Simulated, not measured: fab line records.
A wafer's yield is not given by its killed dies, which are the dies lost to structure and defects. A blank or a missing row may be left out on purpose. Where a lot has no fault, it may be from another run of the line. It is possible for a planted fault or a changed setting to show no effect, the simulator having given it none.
One fault seen from 2 desks || flow n5Finfet || only its own numbers are on each desk; what lay behind them is given at the end

AT THE TOOL OWNER'S DESK: pvdSputter-01
The tool's own readings at N5_BEOL_M11_SPUTTER_48 (material Cu, target thk 12 nm, time 2 s): means of the sampled wafers that have a number, for each lot that ran on this tool. The brackets show how far a lot's mean lies from the usual mean; more than 4 standard deviations puts the lot out of limits, marked OUT.
Columns: A = throttleValvePct at N5_BEOL_M11_SPUTTER_48, usual 30.2 %
{"lot": "L832", "first seen here": "day 13 19:51", "A": 30.3}
{"lot": "L841", "first seen here": "day 15 21:10", "A": 30.8}
This desk found nothing out of limits on any of the 2 lots.

THE METROLOGY DESK
Lot by lot, what the gauges showed, no matter which tool ran the lot: averages of those sampled wafers that carry a number. The brackets show how far a lot's mean lies from the usual mean; more than 4 standard deviations puts the lot out of limits, marked OUT. It has 10 readings; the 7 that lie furthest out on some lot are the ones shown.
Columns: A = DIBL_N at N5_BEOL_M4_RC_MEAS_101, usual 36.5 mV/V; B = IOFF_N at N5_BEOL_M4_RC_MEAS_101, usual 0.17 nA/um; C = IOFF_P at N5_BEOL_M4_RC_MEAS_101, usual 0.22 nA/um; D = ION_P at N5_BEOL_M4_RC_MEAS_101, usual 461 uA/um; E = SS_N at N5_BEOL_M4_RC_MEAS_101, usual 71.6 mV/dec; F = SS_P at N5_BEOL_M4_RC_MEAS_101, usual 73.5 mV/dec; G = VT_P at N5_BEOL_M4_RC_MEAS_101, usual -250 mV
{"lot": "L832", "first seen here": "day 11 02:39", "A": 34.1, "B": 0.13, "C": 0.18, "D": 457, "E": 71.5, "F": 72.9, "G": -253}
{"lot": "L841", "first seen here": "day 13 02:37", "A": 35.2, "B": 0.15, "C": 0.22, "D": 462, "E": 70.9, "F": 73.6, "G": -248}
{"lot": "L844", "first seen here": "day 14 03:34", "A": 37.1, "B": 0.19, "C": 0.28, "D": 476, "E": 71.5, "F": 74.4, "G": -242}
This desk found nothing out of limits on any of the 3 lots.

BROUGHT TOGETHER
The desk of the tool owner found nothing out of limits.
Nothing out of limits was seen by the metrology desk.

WHAT THE SIMULATOR HAD PUT IN
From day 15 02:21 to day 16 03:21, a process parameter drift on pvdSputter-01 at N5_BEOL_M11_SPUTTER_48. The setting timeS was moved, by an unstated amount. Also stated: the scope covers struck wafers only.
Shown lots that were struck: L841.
